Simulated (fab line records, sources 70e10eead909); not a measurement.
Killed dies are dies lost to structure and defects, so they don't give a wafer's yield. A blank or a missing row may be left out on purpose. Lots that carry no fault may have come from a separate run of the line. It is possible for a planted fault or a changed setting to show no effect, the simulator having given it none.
Chamber matching || flow nand_harc || cmp-03 running NHARC_A_SGD_CUT_CMP_21: 4 sister chambers
The step polishes, target thk 148.19 nm. 8 wafers are shown with their chamber, then 8 later ones without.

== WAFERS PAIRED WITH THEIR CHAMBERS ==
{"wafer": "L076.2", "chamber": 1, "motor_current_A (A)": 11.3, "time_to_endpoint_s (s)": 48}
{"wafer": "L076.4", "chamber": 0, "motor_current_A (A)": 10.6, "time_to_endpoint_s (s)": 49}
{"wafer": "L081.5", "chamber": 3, "motor_current_A (A)": 14.5, "time_to_endpoint_s (s)": 49}
{"wafer": "L081.6", "chamber": 2, "motor_current_A (A)": 12.2, "time_to_endpoint_s (s)": 46}
{"wafer": "L084.1", "chamber": 2, "motor_current_A (A)": 13.0, "time_to_endpoint_s (s)": 42}
{"wafer": "L084.5", "chamber": 1, "motor_current_A (A)": 10.6, "time_to_endpoint_s (s)": 47}
{"wafer": "L084.6", "chamber": 0, "motor_current_A (A)": 10.4, "time_to_endpoint_s (s)": 50}
{"wafer": "L085.1", "chamber": 3, "motor_current_A (A)": 14.1, "time_to_endpoint_s (s)": 50}

== WAFERS WITH NO CHAMBER GIVEN ==
{"wafer": "L085.3", "motor_current_A (A)": 11.6, "time_to_endpoint_s (s)": 47}
{"wafer": "L085.5", "motor_current_A (A)": 13.1, "time_to_endpoint_s (s)": 47}
{"wafer": "L090.1", "motor_current_A (A)": 13.3, "time_to_endpoint_s (s)": 45}
{"wafer": "L090.3", "motor_current_A (A)": 11.5, "time_to_endpoint_s (s)": 47}
{"wafer": "L090.5", "motor_current_A (A)": 10.4, "time_to_endpoint_s (s)": 50}
{"wafer": "L092.1", "motor_current_A (A)": 12.6, "time_to_endpoint_s (s)": 41}
{"wafer": "L092.2", "motor_current_A (A)": 14.5, "time_to_endpoint_s (s)": 45}
{"wafer": "L092.6", "motor_current_A (A)": 11.3, "time_to_endpoint_s (s)": 47}

== EACH ONE'S CHAMBER ==
{"wafer": "L085.3", "from the rows above": "can't be placed: 1 or 2 or 0", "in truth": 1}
{"wafer": "L085.5", "from the rows above": "can't be placed: 2 or 3", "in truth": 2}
{"wafer": "L090.1", "from the rows above": "can't be placed: 2 or 3", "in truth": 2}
{"wafer": "L090.3", "from the rows above": "can't be placed: 1 or 0 or 2", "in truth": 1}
{"wafer": "L090.5", "from the rows above": "can't be placed: 0 or 1", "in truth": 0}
{"wafer": "L092.1", "from the rows above": 2, "in truth": 2}
{"wafer": "L092.2", "from the rows above": "can't be placed: 3 or 2", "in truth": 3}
{"wafer": "L092.6", "from the rows above": "can't be placed: 1 or 0", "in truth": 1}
Correct placement for 1 of the 8. Cannot be placed on the basis of these rows: 7; the candidates contain the true chamber in 7. Placed wrongly: 0.
How it was worked out, from the rows above alone: a wafer's distance from a chamber is the root of the sum, over the readings, of the square of ((its reading less the chamber's mean) divided by the reading's scatter). The wafer belongs to the nearest chamber; if the next one is less than 2 further off, it can't be placed. A chamber's mean is the mean of its shown wafers. The scatter: take each reading less its chamber's mean, square it, sum over the shown wafers, divide by the number of wafers less the number of chambers, and take the root.
